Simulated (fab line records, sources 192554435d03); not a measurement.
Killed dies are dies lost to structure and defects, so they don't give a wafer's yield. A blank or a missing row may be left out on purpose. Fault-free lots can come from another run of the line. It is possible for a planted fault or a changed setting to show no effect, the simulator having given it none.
Problem report in the 8D (eight disciplines) form, filled by code -- flow n5-finfet -- the parts of the form that need people (team, actions taken, sign-off) are left out

== 1. THE ISSUE ==
At N5_MOL_CONTACT_COAG_COAT_77, spin-speed-rpm averages 1187.7 rpm over 6 wafers from 2 lots, while fault-free wafers read 1499.8 rpm, standard deviation 0.94. So: -99 or more standard deviations from the usual mean.
The step: time 60 s, resist thk 10 nm.
The first sign was on wafer L388.2 at day 8 02:16, on litho-track-01. The record holds 31 wafers of 11 lots with a number at this step. Rule for "out", or "out of limits": more than 4 standard deviations from the usual mean. All remaining wafers that have a number are taken as sound.

== 2. WHAT THIS IS AND IS NOT ==
question,is,is not
which readings at this step,spin-speed-rpm,-
which lots,"L388, L389","L377, L378, L382, L383, L385, L386, L387, L397, L398"
which wafers of those lots,all that have a number,-
read on which tools,litho-track-01,"litho-track-02, litho-track-03"
when,from day 8 02:16,"up to then (19 sound wafers); but 6 sound wafers of L397, L398 came after"

== 3. SUSPECTS, AND WHAT RULES EACH OUT ==
Counting: a tool at a process step up to the reading stays a suspect if it ran every lot that is out and no sound lot after the first of them.
- litho-track-01 at N5_MOL_CONTACT_COAG_COAT_77 (time 60 s, resist thk 10 nm): ruled out as a lasting fault. The sound lots L398 went through it after L388, its earliest lot that is out (day 8 02:16).
Left after counting: nothing in the record.

== 4. THE CAUSE (what the simulator had put in) ==
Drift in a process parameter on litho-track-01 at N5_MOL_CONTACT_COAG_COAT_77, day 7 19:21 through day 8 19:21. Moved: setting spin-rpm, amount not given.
Counting ruled it out, wrongly.

== 5. SEQUENCE OF EFFECTS, ordered by route ==
Each row: a reading where the mean over the struck wafers with a number is more than 3 standard deviations away from the usual. Readings are gone through only where the record gives a usual standard deviation; hours: the median, over the lots, of the time from a lot's start at the first step in this table giving one to that lot's start at this step; sigmas: the change measured in usual standard deviations.
hours,step,reading,usual,on struck wafers,change,sigmas
0,N5_MOL_CONTACT_COAG_COAT_77,spin-speed-rpm,1499.8 rpm,1187.7,-312.1,-99 or more
1,N5_MOL_CONTACT_COAG_ETCH_89,etch-rf-on-time-s,10.38 s,11.70,+1.32,+4.7
Process steps it contains:
- N5_MOL_CONTACT_COAG_COAT_77: time 60 s, resist thk 10 nm.
- N5_MOL_CONTACT_COAG_ETCH_89: etches underlayer in N2/H2, target depth 13 nm, time 10.4 s.

== 6. WHAT WOULD HAVE CAUGHT IT SOONER ==
In this record the first reading out of limits was taken at day 8 02:16, 7 hours after the fault began at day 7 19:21.
